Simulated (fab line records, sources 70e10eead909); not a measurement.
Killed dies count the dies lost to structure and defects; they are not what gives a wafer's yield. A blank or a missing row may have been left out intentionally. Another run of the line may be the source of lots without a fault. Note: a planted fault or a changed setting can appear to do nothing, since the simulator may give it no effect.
The tool behind it: which one? / flow nandHarc / 27 wafers from 9 lots sampled at 6 of the route's 1302 steps

== WHAT THE GAUGES SHOWED, per wafer ==
NHARC_END_WLT_00. Usual: VT_DECK1_BOTTOM 0.872, standard deviation 0.0079; VT_DECK1_BOTTOM_INNER 0.872, standard deviation 0.0074; VT_DECK1_MEDIAN_NEAR_BOTTOM 0.873, standard deviation 0.0079; VT_DECK1_MEDIAN_NEAR_BOTTOM_INNER 0.873, standard deviation 0.0073; VT_DECK1_MIDDLE 0.887, standard deviation 0.0072; VT_DECK1_MIDDLE_INNER 0.886, standard deviation 0.0065; VT_DECK1_TOP 0.898, standard deviation 0.0072; VT_DECK1_TOP_INNER 0.898, standard deviation 0.0072; VT_DECK2_BOTTOM 0.872, standard deviation 0.0081; VT_DECK2_BOTTOM_INNER 0.872, standard deviation 0.0075; VT_DECK2_MEDIAN_NEAR_BOTTOM 0.873, standard deviation 0.0078; VT_DECK2_MEDIAN_NEAR_BOTTOM_INNER 0.873, standard deviation 0.0078; VT_DECK2_MIDDLE 0.886, standard deviation 0.0087; VT_DECK2_MIDDLE_INNER 0.885, standard deviation 0.0078; VT_DECK2_TOP 0.896, standard deviation 0.0086; VT_DECK2_TOP_INNER 0.896, standard deviation 0.0081.
lot=L726; measured=day 24 09:59; on=prober-02; VT_DECK1_BOTTOM=0.874 0.860 0.857; VT_DECK1_BOTTOM_INNER=0.871 0.860 0.859; VT_DECK1_MEDIAN_NEAR_BOTTOM=0.878 0.858 0.867; VT_DECK1_MEDIAN_NEAR_BOTTOM_INNER=0.865 0.864 0.856; VT_DECK1_MIDDLE=0.896 0.877 0.869; VT_DECK1_MIDDLE_INNER=0.887 0.878 0.878; VT_DECK1_TOP=0.894 0.895 0.897; VT_DECK1_TOP_INNER=0.902 0.910 0.889; VT_DECK2_BOTTOM=0.861 0.849 0.849; VT_DECK2_BOTTOM_INNER=0.862 0.850 0.867; VT_DECK2_MEDIAN_NEAR_BOTTOM=0.865 0.862 0.865; VT_DECK2_MEDIAN_NEAR_BOTTOM_INNER=0.865 0.855 0.851; VT_DECK2_MIDDLE=0.871 0.866 0.874; VT_DECK2_MIDDLE_INNER=0.868 0.865 0.874; VT_DECK2_TOP=0.881 0.883 0.878; VT_DECK2_TOP_INNER=0.891 0.882 0.890; flag=
lot=L727; measured=day 25 03:08; on=prober-01; VT_DECK1_BOTTOM=0.868 0.873 0.872; VT_DECK1_BOTTOM_INNER=0.863 0.872 0.870; VT_DECK1_MEDIAN_NEAR_BOTTOM=0.865 0.866 0.868; VT_DECK1_MEDIAN_NEAR_BOTTOM_INNER=0.869 0.866 0.871; VT_DECK1_MIDDLE=0.881 0.876 0.885; VT_DECK1_MIDDLE_INNER=0.873 0.886 0.878; VT_DECK1_TOP=0.882 0.880 0.889; VT_DECK1_TOP_INNER=0.884 0.881 0.892; VT_DECK2_BOTTOM=0.869 0.868 0.869; VT_DECK2_BOTTOM_INNER=0.872 0.862 0.866; VT_DECK2_MEDIAN_NEAR_BOTTOM=0.867 0.864 0.876; VT_DECK2_MEDIAN_NEAR_BOTTOM_INNER=0.872 0.872 0.859; VT_DECK2_MIDDLE=0.887 0.891 0.889; VT_DECK2_MIDDLE_INNER=0.885 0.880 0.884; VT_DECK2_TOP=0.897 0.896 0.894; VT_DECK2_TOP_INNER=0.900 0.897 0.895; flag=
lot=L729; measured=day 25 12:23; on=prober-01; VT_DECK1_BOTTOM=0.868 0.867 0.867; VT_DECK1_BOTTOM_INNER=0.869 0.862 0.861; VT_DECK1_MEDIAN_NEAR_BOTTOM=0.863 0.868 0.857; VT_DECK1_MEDIAN_NEAR_BOTTOM_INNER=0.873 0.876 0.859; VT_DECK1_MIDDLE=0.877 0.883 0.877; VT_DECK1_MIDDLE_INNER=0.880 0.884 0.872; VT_DECK1_TOP=0.886 0.895 0.885; VT_DECK1_TOP_INNER=0.883 0.893 0.894; VT_DECK2_BOTTOM=0.875 0.859 0.867; VT_DECK2_BOTTOM_INNER=0.868 0.871 0.875; VT_DECK2_MEDIAN_NEAR_BOTTOM=0.871 0.864 0.860; VT_DECK2_MEDIAN_NEAR_BOTTOM_INNER=0.866 0.870 0.863; VT_DECK2_MIDDLE=0.882 0.878 0.886; VT_DECK2_MIDDLE_INNER=0.881 0.874 0.876; VT_DECK2_TOP=0.893 0.889 0.882; VT_DECK2_TOP_INNER=0.893 0.880 0.891; flag=
lot=L730; measured=day 25 20:43; on=prober-01; VT_DECK1_BOTTOM=0.878 0.874 0.886; VT_DECK1_BOTTOM_INNER=0.889 0.881 0.883; VT_DECK1_MEDIAN_NEAR_BOTTOM=0.885 0.871 0.887; VT_DECK1_MEDIAN_NEAR_BOTTOM_INNER=0.880 0.875 0.883; VT_DECK1_MIDDLE=0.894 0.895 0.896; VT_DECK1_MIDDLE_INNER=0.890 0.889 0.894; VT_DECK1_TOP=0.911 0.900 0.911; VT_DECK1_TOP_INNER=0.905 0.906 0.915; VT_DECK2_BOTTOM=0.876 0.881 0.870; VT_DECK2_BOTTOM_INNER=0.876 0.873 0.865; VT_DECK2_MEDIAN_NEAR_BOTTOM=0.881 0.868 0.886; VT_DECK2_MEDIAN_NEAR_BOTTOM_INNER=0.881 0.875 0.876; VT_DECK2_MIDDLE=0.893 0.885 0.884; VT_DECK2_MIDDLE_INNER=0.891 0.889 0.885; VT_DECK2_TOP=0.896 0.897 0.897; VT_DECK2_TOP_INNER=0.900 0.894 0.899; flag=
lot=L732; measured=day 27 06:35; on=prober-02; VT_DECK1_BOTTOM=0.876 0.867 0.867; VT_DECK1_BOTTOM_INNER=0.864 0.859 0.871; VT_DECK1_MEDIAN_NEAR_BOTTOM=0.876 0.861 0.869; VT_DECK1_MEDIAN_NEAR_BOTTOM_INNER=0.872 0.871 0.871; VT_DECK1_MIDDLE=0.886 0.878 0.883; VT_DECK1_MIDDLE_INNER=0.893 0.880 0.880; VT_DECK1_TOP=0.896 0.892 0.889; VT_DECK1_TOP_INNER=0.902 0.889 0.897; VT_DECK2_BOTTOM=0.870 0.877 0.871; VT_DECK2_BOTTOM_INNER=0.876 0.879 0.875; VT_DECK2_MEDIAN_NEAR_BOTTOM=0.873 0.865 0.875; VT_DECK2_MEDIAN_NEAR_BOTTOM_INNER=0.871 0.876 0.879; VT_DECK2_MIDDLE=0.887 0.889 0.894; VT_DECK2_MIDDLE_INNER=0.885 0.881 0.878; VT_DECK2_TOP=0.894 0.895 0.892; VT_DECK2_TOP_INNER=0.891 0.905 0.904; flag=
lot=L737; measured=day 29 00:20; on=prober-02; VT_DECK1_BOTTOM=0.863 0.869 0.868; VT_DECK1_BOTTOM_INNER=0.861 0.862 0.865; VT_DECK1_MEDIAN_NEAR_BOTTOM=0.861 0.874 0.868; VT_DECK1_MEDIAN_NEAR_BOTTOM_INNER=0.861 0.865 0.867; VT_DECK1_MIDDLE=0.883 0.878 0.887; VT_DECK1_MIDDLE_INNER=0.880 0.875 0.875; VT_DECK1_TOP=0.886 0.886 0.885; VT_DECK1_TOP_INNER=0.891 0.895 0.892; VT_DECK2_BOTTOM=0.867 0.853 0.870; VT_DECK2_BOTTOM_INNER=0.859 0.860 0.863; VT_DECK2_MEDIAN_NEAR_BOTTOM=0.869 0.855 0.857; VT_DECK2_MEDIAN_NEAR_BOTTOM_INNER=0.862 0.857 0.867; VT_DECK2_MIDDLE=0.876 0.878 0.874; VT_DECK2_MIDDLE_INNER=0.881 0.864 0.875; VT_DECK2_TOP=0.885 0.880 0.875; VT_DECK2_TOP_INNER=0.878 0.884 0.886; flag=
lot=L739; measured=day 29 22:59; on=prober-02; VT_DECK1_BOTTOM=0.889 0.885 0.875; VT_DECK1_BOTTOM_INNER=0.883 0.882 0.872; VT_DECK1_MEDIAN_NEAR_BOTTOM=0.879 0.886 0.875; VT_DECK1_MEDIAN_NEAR_BOTTOM_INNER=0.885 0.885 0.877; VT_DECK1_MIDDLE=0.890 0.884 0.895; VT_DECK1_MIDDLE_INNER=0.896 0.883 0.889; VT_DECK1_TOP=0.892 0.906 0.897; VT_DECK1_TOP_INNER=0.907 0.905 0.898; VT_DECK2_BOTTOM=0.870 0.874 0.872; VT_DECK2_BOTTOM_INNER=0.874 0.870 0.869; VT_DECK2_MEDIAN_NEAR_BOTTOM=0.872 0.861 0.880; VT_DECK2_MEDIAN_NEAR_BOTTOM_INNER=0.875 0.875 0.874; VT_DECK2_MIDDLE=0.883 0.890 0.884; VT_DECK2_MIDDLE_INNER=0.881 0.884 0.893; VT_DECK2_TOP=0.903 0.900 0.896; VT_DECK2_TOP_INNER=0.899 0.898 0.897; flag=
lot=L746; measured=day 32 14:34; on=prober-01; VT_DECK1_BOTTOM=0.951 0.952 0.939; VT_DECK1_BOTTOM_INNER=0.949 0.947 0.949; VT_DECK1_MEDIAN_NEAR_BOTTOM=0.945 0.949 0.952; VT_DECK1_MEDIAN_NEAR_BOTTOM_INNER=0.949 0.943 0.954; VT_DECK1_MIDDLE=0.968 0.958 0.973; VT_DECK1_MIDDLE_INNER=0.963 0.964 0.976; VT_DECK1_TOP=0.971 0.981 0.981; VT_DECK1_TOP_INNER=0.976 0.987 0.973; VT_DECK2_BOTTOM=0.873 0.858 0.867; VT_DECK2_BOTTOM_INNER=0.863 0.875 0.867; VT_DECK2_MEDIAN_NEAR_BOTTOM=0.871 0.869 0.870; VT_DECK2_MEDIAN_NEAR_BOTTOM_INNER=0.866 0.869 0.858; VT_DECK2_MIDDLE=0.881 0.865 0.883; VT_DECK2_MIDDLE_INNER=0.876 0.891 0.874; VT_DECK2_TOP=0.886 0.893 0.892; VT_DECK2_TOP_INNER=0.891 0.892 0.892; flag=OFF
lot=L749; measured=day 34 16:24; on=prober-02; VT_DECK1_BOTTOM=0.950 0.943 0.943; VT_DECK1_BOTTOM_INNER=0.948 0.953 0.952; VT_DECK1_MEDIAN_NEAR_BOTTOM=0.942 0.945 0.952; VT_DECK1_MEDIAN_NEAR_BOTTOM_INNER=0.956 0.951 0.947; VT_DECK1_MIDDLE=0.967 0.975 0.959; VT_DECK1_MIDDLE_INNER=0.971 0.971 0.965; VT_DECK1_TOP=0.983 0.993 0.987; VT_DECK1_TOP_INNER=0.989 0.992 0.980; VT_DECK2_BOTTOM=0.863 0.874 0.879; VT_DECK2_BOTTOM_INNER=0.865 0.861 0.874; VT_DECK2_MEDIAN_NEAR_BOTTOM=0.873 0.880 0.876; VT_DECK2_MEDIAN_NEAR_BOTTOM_INNER=0.869 0.870 0.877; VT_DECK2_MIDDLE=0.875 0.880 0.878; VT_DECK2_MIDDLE_INNER=0.885 0.885 0.883; VT_DECK2_TOP=0.890 0.898 0.902; VT_DECK2_TOP_INNER=0.883 0.893 0.890; flag=OFF

NHARC_END_SORT_01. Usual: killedAtArray 61, standard deviation 20; killedAtOther 0.9, standard deviation 1.1; killedAtPeriphery 3.7, standard deviation 2.5; killedDies 65, standard deviation 21; killedOpen 3.3, standard deviation 1.8; killedShort 2.3, standard deviation 1.5.
lot=L726; measured=day 24 13:17; on=prober-02; killedAtArray=41 53 41; killedAtOther=0 1 1; killedAtPeriphery=1 0 1; killedDies=42 54 43; killedOpen=3 3 0; killedShort=0 1 1; flag=
lot=L730; measured=day 26 00:02; on=prober-01; killedAtArray=38 49 32; killedAtOther=1 0 0; killedAtPeriphery=5 2 3; killedDies=44 51 35; killedOpen=2 3 1; killedShort=2 3 2; flag=
lot=L732; measured=day 27 09:38; on=prober-02; killedAtArray=60 72 76; killedAtOther=0 0 1; killedAtPeriphery=2 1 4; killedDies=62 73 81; killedOpen=3 1 5; killedShort=3 5 4; flag=
lot=L739; measured=day 30 02:36; on=prober-02; killedAtArray=84 93 78; killedAtOther=2 5 3; killedAtPeriphery=8 8 2; killedDies=94 106 83; killedOpen=6 4 4; killedShort=2 3 2; flag=

== WHICH TOOL RAN EACH LOT (tool, then ch and the chambers of the sampled wafers, then the start) ==
lot=L726; NHARC_A_CHANNEL_HOLE_D1_ETCH_25=harEtch-01 ch 0, day 8 21:59; NHARC_A_CHANNEL_FILL_D1_ETCHBACK_19=rieSi-03 ch 2,3, day 10 02:25; NHARC_A_CHANNEL_FILL_D1_CVD_05=lpcvdPoly-03 ch 0, day 10 05:06; NHARC_A_CHANNEL_FILL_D1_CMP_10=cmp-03 ch 1,2, day 11 02:11
lot=L727; NHARC_A_CHANNEL_HOLE_D1_ETCH_25=harEtch-01 ch 1, day 9 16:02; NHARC_A_CHANNEL_FILL_D1_ETCHBACK_19=rieSi-05 ch 0,1,3, day 10 20:53; NHARC_A_CHANNEL_FILL_D1_CVD_05=lpcvdPoly-04 ch 0, day 11 00:32; NHARC_A_CHANNEL_FILL_D1_CMP_10=cmp-01 ch 0,2, day 11 21:12
lot=L729; NHARC_A_CHANNEL_HOLE_D1_ETCH_25=harEtch-01 ch 0,1, day 10 00:19; NHARC_A_CHANNEL_FILL_D1_ETCHBACK_19=rieSi-05 ch 0,2,3, day 11 03:59; NHARC_A_CHANNEL_FILL_D1_CVD_05=lpcvdPoly-04 ch 0, day 11 06:34; NHARC_A_CHANNEL_FILL_D1_CMP_10=cmp-02 ch 0,1,2, day 12 03:11
lot=L730; NHARC_A_CHANNEL_HOLE_D1_ETCH_25=harEtch-01 ch 0,1, day 10 11:14; NHARC_A_CHANNEL_FILL_D1_ETCHBACK_19=rieSi-03 ch 0,1,2, day 11 13:29; NHARC_A_CHANNEL_FILL_D1_CVD_05=lpcvdPoly-03 ch 0, day 11 16:09; NHARC_A_CHANNEL_FILL_D1_CMP_10=cmp-03 ch 1,2, day 12 12:44
lot=L732; NHARC_A_CHANNEL_HOLE_D1_ETCH_25=harEtch-01 ch 0,1, day 11 02:52; NHARC_A_CHANNEL_FILL_D1_ETCHBACK_19=rieSi-03 ch 0,2,3, day 12 07:23; NHARC_A_CHANNEL_FILL_D1_CVD_05=lpcvdPoly-02 ch 0, day 12 10:10; NHARC_A_CHANNEL_FILL_D1_CMP_10=cmp-01 ch 0,2,3, day 13 06:52
lot=L737; NHARC_A_CHANNEL_HOLE_D1_ETCH_25=harEtch-01 ch 0,1, day 13 08:36; NHARC_A_CHANNEL_FILL_D1_ETCHBACK_19=rieSi-03 ch 0,1,3, day 14 19:50; NHARC_A_CHANNEL_FILL_D1_CVD_05=lpcvdPoly-02 ch 0, day 14 22:40; NHARC_A_CHANNEL_FILL_D1_CMP_10=cmp-01 ch 1,2,3, day 15 21:28
lot=L739; NHARC_A_CHANNEL_HOLE_D1_ETCH_25=harEtch-02 ch 0,1, day 14 07:57; NHARC_A_CHANNEL_FILL_D1_ETCHBACK_19=rieSi-03 ch 0,1, day 15 11:10; NHARC_A_CHANNEL_FILL_D1_CVD_05=lpcvdPoly-02 ch 0, day 15 13:58; NHARC_A_CHANNEL_FILL_D1_CMP_10=cmp-01 ch 0,1, day 16 07:47
lot=L746; NHARC_A_CHANNEL_HOLE_D1_ETCH_25=harEtch-01 ch 0,1, day 17 03:44; NHARC_A_CHANNEL_FILL_D1_ETCHBACK_19=rieSi-03 ch 0,1,2, day 18 06:47; NHARC_A_CHANNEL_FILL_D1_CVD_05=lpcvdPoly-04 ch 0, day 18 09:24; NHARC_A_CHANNEL_FILL_D1_CMP_10=cmp-01 ch 0,1,2, day 19 07:20
lot=L749; NHARC_A_CHANNEL_HOLE_D1_ETCH_25=harEtch-01 ch 0,1, day 18 12:19; NHARC_A_CHANNEL_FILL_D1_ETCHBACK_19=rieSi-03 ch 0,1,2, day 19 15:04; NHARC_A_CHANNEL_FILL_D1_CVD_05=lpcvdPoly-04 ch 0, day 19 17:40; NHARC_A_CHANNEL_FILL_D1_CMP_10=cmp-02 ch 2,3, day 20 14:46
- NHARC_A_CHANNEL_HOLE_D1_ETCH_25: etches the open film in C4F8/O2/Ar, time 1040.2 s, target depth 1500 nm.
- NHARC_A_CHANNEL_FILL_D1_ETCHBACK_19: etches the open film in HBr/Cl2, target depth 5 nm, time 1.7 s.
- NHARC_A_CHANNEL_FILL_D1_CVD_05: deposits poly-Si, target thk 5 nm.
- NHARC_A_CHANNEL_FILL_D1_CMP_10: polishes, target thk 150 nm.

== AS READ BY THE TOOLS THEMSELVES (means over the sampled wafers that have a number; for cases with no such wafer, the mark the record gives instead) ==
NHARC_A_CHANNEL_HOLE_D1_ETCH_25. Usual: drypumpMotorCurrentA 6.06 A, standard deviation 0.23; showerheadPlenumPTorr 3.51 Torr, standard deviation 0.062; tempC -20.00 C, standard deviation 0.12; throttleValvePct 32.236 %, standard deviation 0.0093.
lot=L726; tool=harEtch-01; drypumpMotorCurrentA (A)=6.21; showerheadPlenumPTorr (Torr)=3.63; tempC (C)=-20.07; throttleValvePct (%)=32.243; flag=
lot=L727; tool=harEtch-01; drypumpMotorCurrentA (A)=6.25; showerheadPlenumPTorr (Torr)=3.50; tempC (C)=-20.09; throttleValvePct (%)=32.234; flag=
lot=L729; tool=harEtch-01; drypumpMotorCurrentA (A)=6.24; showerheadPlenumPTorr (Torr)=3.54; tempC (C)=-19.80; throttleValvePct (%)=32.244; flag=
lot=L730; tool=harEtch-01; drypumpMotorCurrentA (A)=6.22; showerheadPlenumPTorr (Torr)=3.53; tempC (C)=-20.04; throttleValvePct (%)=32.232; flag=
lot=L732; tool=harEtch-01; drypumpMotorCurrentA (A)=6.24; showerheadPlenumPTorr (Torr)=3.57; tempC (C)=-20.06; throttleValvePct (%)=32.241; flag=
lot=L737; tool=harEtch-01; drypumpMotorCurrentA (A)=6.25; showerheadPlenumPTorr (Torr)=3.51; tempC (C)=-19.96; throttleValvePct (%)=32.237; flag=
lot=L739; tool=harEtch-02; drypumpMotorCurrentA (A)=5.77; showerheadPlenumPTorr (Torr)=3.46; tempC (C)=-20.05; throttleValvePct (%)=32.248; flag=
lot=L746; tool=harEtch-01; drypumpMotorCurrentA (A)=6.25; showerheadPlenumPTorr (Torr)=3.49; tempC (C)=-20.02; throttleValvePct (%)=32.234; flag=
lot=L749; tool=harEtch-01; drypumpMotorCurrentA (A)=6.25; showerheadPlenumPTorr (Torr)=3.52; tempC (C)=-20.02; throttleValvePct (%)=32.230; flag=

NHARC_A_CHANNEL_FILL_D1_ETCHBACK_19. Usual: drypumpMotorCurrentA 5.9 A, standard deviation 0.41; hbrFlowSccm 150.0 sccm, standard deviation 0.44; oesProductAu 0.998 a.u., standard deviation 0.01; throttleValvePct 26.406 %, standard deviation 0.0079.
lot=L726; tool=rieSi-03; drypumpMotorCurrentA (A)=6.2; hbrFlowSccm (sccm)=150.3; oesProductAu (a.u.)=1.010; throttleValvePct (%)=26.413; flag=
lot=L727; tool=rieSi-05; drypumpMotorCurrentA (A)=5.5; hbrFlowSccm (sccm)=150.3; oesProductAu (a.u.)=1.006; throttleValvePct (%)=26.406; flag=
lot=L729; tool=rieSi-05; drypumpMotorCurrentA (A)=5.7; hbrFlowSccm (sccm)=150.2; oesProductAu (a.u.)=1.000; throttleValvePct (%)=26.400; flag=
lot=L730; tool=rieSi-03; drypumpMotorCurrentA (A)=6.1; hbrFlowSccm (sccm)=150.0; oesProductAu (a.u.)=0.990; throttleValvePct (%)=26.410; flag=
lot=L732; tool=rieSi-03; drypumpMotorCurrentA (A)=6.1; hbrFlowSccm (sccm)=150.5; oesProductAu (a.u.)=0.993; throttleValvePct (%)=26.398; flag=
lot=L737; tool=rieSi-03; drypumpMotorCurrentA (A)=6.3; hbrFlowSccm (sccm)=150.2; oesProductAu (a.u.)=0.991; throttleValvePct (%)=26.405; flag=
lot=L739; tool=rieSi-03; drypumpMotorCurrentA (A)=6.2; hbrFlowSccm (sccm)=149.9; oesProductAu (a.u.)=0.989; throttleValvePct (%)=26.409; flag=
lot=L746; tool=rieSi-03; drypumpMotorCurrentA (A)=6.1; hbrFlowSccm (sccm)=150.1; oesProductAu (a.u.)=0.991; throttleValvePct (%)=26.411; flag=
lot=L749; tool=rieSi-03; drypumpMotorCurrentA (A)=6.1; hbrFlowSccm (sccm)=149.6; oesProductAu (a.u.)=0.994; throttleValvePct (%)=26.412; flag=

NHARC_A_CHANNEL_FILL_D1_CVD_05. Usual: spikeTcBottomC 572.5 C, standard deviation 1.5; spikeTcCentreC 550.1 C, standard deviation 1; spikeTcLowerC 549.2 C, standard deviation 0.98; spikeTcUpperC 549.9 C, standard deviation 1.3; zonePowerBottomPct 9.9 %, standard deviation 1.1.
lot=L726; tool=lpcvdPoly-03; spikeTcBottomC (C)=571.1; spikeTcCentreC (C)=549.8; spikeTcLowerC (C)=549.1; spikeTcUpperC (C)=548.5; zonePowerBottomPct (%)=9.7; flag=
lot=L727; tool=lpcvdPoly-04; spikeTcBottomC (C)=573.5; spikeTcCentreC (C)=549.4; spikeTcLowerC (C)=549.0; spikeTcUpperC (C)=550.5; zonePowerBottomPct (%)=11.0; flag=
lot=L729; tool=lpcvdPoly-04; spikeTcBottomC (C)=572.5; spikeTcCentreC (C)=548.5; spikeTcLowerC (C)=548.7; spikeTcUpperC (C)=551.9; zonePowerBottomPct (%)=11.0; flag=
lot=L730; tool=lpcvdPoly-03; spikeTcBottomC (C)=570.9; spikeTcCentreC (C)=550.7; spikeTcLowerC (C)=548.6; spikeTcUpperC (C)=548.3; zonePowerBottomPct (%)=9.8; flag=
lot=L732; tool=lpcvdPoly-02; spikeTcBottomC (C)=571.4; spikeTcCentreC (C)=551.1; spikeTcLowerC (C)=549.4; spikeTcUpperC (C)=549.4; zonePowerBottomPct (%)=8.7; flag=
lot=L737; tool=lpcvdPoly-02; spikeTcBottomC (C)=571.2; spikeTcCentreC (C)=550.6; spikeTcLowerC (C)=549.5; spikeTcUpperC (C)=549.4; zonePowerBottomPct (%)=8.6; flag=
lot=L739; tool=lpcvdPoly-02; spikeTcBottomC (C)=570.9; spikeTcCentreC (C)=550.5; spikeTcLowerC (C)=549.1; spikeTcUpperC (C)=550.1; zonePowerBottomPct (%)=8.8; flag=
lot=L746; tool=lpcvdPoly-04; spikeTcBottomC (C)=586.9; spikeTcCentreC (C)=563.1; spikeTcLowerC (C)=562.7; spikeTcUpperC (C)=563.0; zonePowerBottomPct (%)=11.5; flag=OFF
lot=L749; tool=lpcvdPoly-04; spikeTcBottomC (C)=587.0; spikeTcCentreC (C)=563.9; spikeTcLowerC (C)=562.1; spikeTcUpperC (C)=563.5; zonePowerBottomPct (%)=11.6; flag=OFF

NHARC_A_CHANNEL_FILL_D1_CMP_10. Usual: motorCurrentA 11.6 A, standard deviation 0.85; timeToEndpointS 13.8 s, standard deviation 2.1.
lot=L726; tool=cmp-03; motorCurrentA (A)=11.4; timeToEndpointS (s)=14.7; flag=
lot=L727; tool=cmp-01; motorCurrentA (A)=10.6; timeToEndpointS (s)=15.6; flag=
lot=L729; tool=cmp-02; motorCurrentA (A)=12.3; timeToEndpointS (s)=13.0; flag=
lot=L730; tool=cmp-03; motorCurrentA (A)=11.1; timeToEndpointS (s)=13.5; flag=
lot=L732; tool=cmp-01; motorCurrentA (A)=11.5; timeToEndpointS (s)=13.9; flag=
lot=L737; tool=cmp-01; motorCurrentA (A)=11.0; timeToEndpointS (s)=15.8; flag=
lot=L739; tool=cmp-01; motorCurrentA (A)=12.9; timeToEndpointS (s)=13.3; flag=
lot=L746; tool=cmp-01; motorCurrentA (A)=11.5; timeToEndpointS (s)=13.1; flag=
lot=L749; tool=cmp-02; motorCurrentA (A)=11.9; timeToEndpointS (s)=16.1; flag=

== THE ANSWER, worked out from the rows above alone ==
Rule: lot off if the mean of its wafers having a number is beyond 3 standard deviations from the usual mean. Also off: a lot with no number at a reading for which 4 or more lots have one. The other lots that the step has rows for count as sound. After the gauges, taken in route order, come the tools' own readings; for these a lot's mean is taken, as printed above. The first step at which some lot is off is used, and at that step the reading that is off furthest; a lot without a number counts as furthest.
Off: at NHARC_END_WLT_00 (VT_DECK1_MIDDLE_INNER), L746, L749.
A tool fits if, at a process step before that reading, it ran every lot that is off, and no sound lot after the first of them. The gauges at NHARC_END_WLT_00 aren't tried: what is off there is off at NHARC_A_CHANNEL_FILL_D1_CVD_05 too, on other tools, and a gauge's error can't cause that. Can't be told from this: 3 tools fit, harEtch-01 at NHARC_A_CHANNEL_HOLE_D1_ETCH_25, rieSi-03 at NHARC_A_CHANNEL_FILL_D1_ETCHBACK_19, lpcvdPoly-04 at NHARC_A_CHANNEL_FILL_D1_CVD_05.

== WHAT THE SIMULATOR HAD INSERTED ==
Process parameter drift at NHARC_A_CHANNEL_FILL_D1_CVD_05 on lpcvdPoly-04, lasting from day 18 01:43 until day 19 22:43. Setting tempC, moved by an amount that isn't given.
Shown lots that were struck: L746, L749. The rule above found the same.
